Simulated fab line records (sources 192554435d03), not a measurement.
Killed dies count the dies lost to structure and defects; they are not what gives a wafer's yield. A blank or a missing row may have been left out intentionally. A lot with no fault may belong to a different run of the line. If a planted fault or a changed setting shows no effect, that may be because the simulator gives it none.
Matching of chambers	flow n5 finfet	rie diel-05 running N5_BEOL_M10_ETCH_62: 4 sister chambers
The step etches SOC in N2/H2, target depth 110 nm, overetch 22 nm, time 165 s. 8 wafers are shown with their chamber, then 7 later ones without.

WAFERS PAIRED WITH THEIR CHAMBERS
wafer	chamber	showerhead plenum p Torr (Torr)	throttle valve pct (%)
L076.4	2	2.46	18.01
L081.2	0	2.47	17.59
L081.3	1	2.58	17.54
L083.1	3	2.69	17.58
L083.2	0	2.47	17.57
L083.3	1	2.58	17.56
L084.2	3	2.69	17.57
L084.4	2	2.45	18.03

WAFERS WHOSE CHAMBER IS MISSING
wafer	showerhead plenum p Torr (Torr)	throttle valve pct (%)
L084.5	2.47	17.59
L089.1	2.57	17.58
L089.5	2.57	17.57
L089.6	2.46	17.60
L096.1	2.67	17.64
L096.4	2.44	18.08
L096.5	2.45	17.64

CHAMBER TAKEN BY EACH
wafer	from the rows above	in truth
L084.5	0	0
L089.1	1	1
L089.5	1	1
L089.6	0	0
L096.1	3	3
L096.4	2	2
L096.5	0	0
7 of 7 placed correctly. Can't be placed from these rows: 0. Wrongly placed: 0.
How it was worked out, from the rows above alone: a wafer's distance from a chamber is the root of the sum, over the readings, of the square of ((its reading less the chamber's mean) divided by the reading's scatter). The wafer belongs to the nearest chamber; if the next one is less than 2 further off, it can't be placed. For every chamber, the mean is computed from those of its wafers that are shown. The scatter: the root of (the sum of the squares of (reading less its chamber's mean) over the shown wafers, divided by (wafers less chambers)).
